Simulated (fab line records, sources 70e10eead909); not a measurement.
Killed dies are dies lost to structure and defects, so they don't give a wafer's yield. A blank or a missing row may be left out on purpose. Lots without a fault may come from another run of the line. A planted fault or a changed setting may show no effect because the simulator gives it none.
Which tool did it? | flow nand_harc | 6 lots, 18 wafers sampled, at 5 steps of a route of 1302

WHAT THE GAUGES READ, wafer by wafer
NHARC_END_SORT_01.
lot | measured | on | killed_at_array

WHICH TOOL RAN EACH LOT (tool, then ch and the chambers of the sampled wafers, then the start)
lot  | NHARC_A_WL_FILL_CVD_03        | NHARC_THIN_TSV_ETCH_44             | NHARC_THIN_TSV_DEGAS_49      | NHARC_THIN_TSV_CMP_21
L465 | cvd_w-01 ch 0,1, day 20 11:06 | rie_diel-05 ch 0,2,3, day 23 18:32 | pvd_sputter-03, day 23 21:04 | cmp-03 ch 1,2,3, day 23 22:38
L470 | cvd_w-02 ch 0,1, day 23 01:40 | rie_diel-04 ch 0,2,3, day 26 09:54 | pvd_sputter-02, day 26 12:27 | cmp-02 ch 2,3, day 26 15:43
L481 | cvd_w-02 ch 0,1, day 27 02:41 | rie_diel-12 ch 0,1,3, day 30 14:58 | pvd_sputter-02, day 30 17:34 | cmp-02 ch 0,2,3, day 30 19:07
L484 | cvd_w-01 ch 0,1, day 27 18:43 | rie_diel-12 ch 0,1,2, day 31 04:56 | pvd_sputter-03, day 31 07:28 | cmp-04 ch 0,1,2, day 31 09:04
L485 | cvd_w-01 ch 0,1, day 28 20:47 | rie_diel-05 ch 0,3, day 32 12:00   | pvd_sputter-03, day 32 14:33 | cmp-03 ch 2,3, day 32 16:05
L487 | cvd_w-01 ch 0,1, day 29 11:27 | rie_diel-04 ch 1,2,3, day 32 20:27 | pvd_sputter-03, day 32 22:52 | cmp-02 ch 1,2,3, day 33 00:23
- NHARC_A_WL_FILL_CVD_03: deposits W, target thk 40 nm, time 279 s.
- NHARC_THIN_TSV_ETCH_44: etches the open film in CF4/O2, target depth 1594.2 nm, time 797.1 s.
- NHARC_THIN_TSV_DEGAS_49: time 120 s.
- NHARC_THIN_TSV_CMP_21: polishes, t overpolish 30 s, target thk 2000 nm.

THE ANSWER, worked out from the rows above alone
Rule: what is usual is taken from the lots themselves. Put in order of their means at a reading, lots are off if they are a third of the lots or fewer, leave a main group of 4 or more, and stand apart from it by a gap of 3 or more times the standard deviation of the main group's means; of several such gaps the widest counts. A main group whose means are all the same, to the digits that the tables above print for the reading, isn't used. A lot without any number at a reading at which 4 lots or more have one is off too. The other lots that the step has rows for count as sound.
No lot is off at any reading shown: from this, nothing can be told.

WHAT THE SIMULATOR HAD PUT IN
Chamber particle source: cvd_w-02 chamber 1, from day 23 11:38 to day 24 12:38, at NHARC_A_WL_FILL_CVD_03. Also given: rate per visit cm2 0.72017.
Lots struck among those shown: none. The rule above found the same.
